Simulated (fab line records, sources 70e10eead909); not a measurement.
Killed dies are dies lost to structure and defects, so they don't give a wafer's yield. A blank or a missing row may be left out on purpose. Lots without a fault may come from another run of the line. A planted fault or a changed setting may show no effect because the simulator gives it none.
Problem report in the 8D (eight disciplines) form, filled by code | flow nand_harc | the parts of the form that need people (team, actions taken, sign-off) are left out

1. THE PROBLEM
killed_at_array at NHARC_END_SORT_01 reads a mean of 675 on 4 wafers of 3 lots; wafers without a fault read 27 with a standard deviation of 10. That is +65 standard deviations from the usual mean.
First seen on wafer L876.1, day 22 05:33, on prober-01. The record holds 13 wafers of 5 lots with a number at this step. Rule for "out", or "out of limits": more than 4 standard deviations from the usual mean. The other wafers with a number count as sound.

2. WHAT IT IS AND WHAT IT IS NOT
question                    | is                             | is not
which readings at this step | killed_at_array, killed_dies   | killed_at_periphery, killed_open
which lots                  | L875, L876, L880               | L881, L887
which wafers of those lots  | L875.1, L875.4, L876.1, L880.1 | L876.3, L876.5, L880.6
read on which gauges        | prober-01, prober-02           | -
when                        | from day 22 05:33              | up to then (0 sound wafers); but 9 sound wafers of L876, L880, L881, L887 came after

3. SUSPECTS, AND WHAT RULES EACH OUT
Counting: a tool at a process step up to the reading stays a suspect if it ran every lot that is out. Sound lots after the first of them don't rule it out here, since some wafers of a struck lot are sound.
- the gauge at NHARC_END_SORT_01: ruled out. The wafers that are out were read on 2 gauges (prober-01, prober-02).
- rie_diel-01 at NHARC_A_STAIRCASE_ETCH_192 (etches the open film in C4F8/O2, target depth 100 nm, time 40.5 s): kept. It ran every lot that is out, first L875 (day 14 05:47). Its own readings are out on those wafers: run_length_s.
- rie_diel-01 at NHARC_A_STAIRCASE_TRIM_193 (chemistry O2, time 211.2 s): kept. It ran every lot that is out, first L876 (day 22 05:33). NHARC_A_STAIRCASE_TRIM_193 gives no start for some lots, so the hours and the order of its lots are those of NHARC_END_SORT_01.
- rie_diel-01 at NHARC_A_STAIRCASE_ETCH_194 (etches the open film in C4F8/O2, target depth 100 nm, time 40.5 s): kept. It ran every lot that is out, first L876 (day 22 05:33). NHARC_A_STAIRCASE_ETCH_194 gives no start for some lots, so the hours and the order of its lots are those of NHARC_END_SORT_01.
- rie_diel-01 at NHARC_A_STAIRCASE_TRIM_198 (chemistry O2, time 211.2 s): kept. It ran every lot that is out, first L876 (day 22 05:33). NHARC_A_STAIRCASE_TRIM_198 gives no start for some lots, so the hours and the order of its lots are those of NHARC_END_SORT_01.
Left after counting: rie_diel-01 at NHARC_A_STAIRCASE_ETCH_192, rie_diel-01 at NHARC_A_STAIRCASE_TRIM_193, rie_diel-01 at NHARC_A_STAIRCASE_ETCH_194, rie_diel-01 at NHARC_A_STAIRCASE_TRIM_198.

4. THE CAUSE (what the simulator had put in)
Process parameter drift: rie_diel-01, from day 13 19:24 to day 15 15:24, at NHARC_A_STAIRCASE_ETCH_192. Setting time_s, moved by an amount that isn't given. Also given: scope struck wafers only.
Counting left 4 suspects, and this tool is among them.

5. THE CHAIN OF EFFECTS, in route order
Each row: a reading whose mean over the struck wafers that have a number lies more than 3 standard deviations from the usual. Only readings for which the record gives a usual standard deviation are gone through. hours: the time from each lot's start at the first step in this table that gives one to its start at this step, as a median over the lots. sigmas: the change in usual standard deviations.
hours | step                       | reading         | usual  | on struck wafers | change | sigmas
0     | NHARC_A_STAIRCASE_ETCH_192 | run_length_s    | 61.7 s | 49.1             | -12.6  | -24
195   | NHARC_END_SORT_01          | killed_at_array | 27     | 675              | +648   | +65
195   | NHARC_END_SORT_01          | killed_dies     | 31     | 677              | +646   | +65
The process steps in it:
- NHARC_A_STAIRCASE_ETCH_192: etches the open film in C4F8/O2, target depth 100 nm, time 40.5 s.

6. WHAT WOULD HAVE CAUGHT IT SOONER
In this record the first reading out of limits at a measuring or inspecting step was taken at day 22 05:33, 202 hours after the fault began at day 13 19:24.
The tool's own readings at NHARC_A_STAIRCASE_ETCH_192 were out on every struck wafer that the step has a row for (run_length_s): an alarm limit on them would have fired on the first of those.
All the lots that are out (3) had begun NHARC_A_STAIRCASE_ETCH_192 on rie_diel-01 by day 22 05:33. A hold on the tool at that time would have spared none of them.
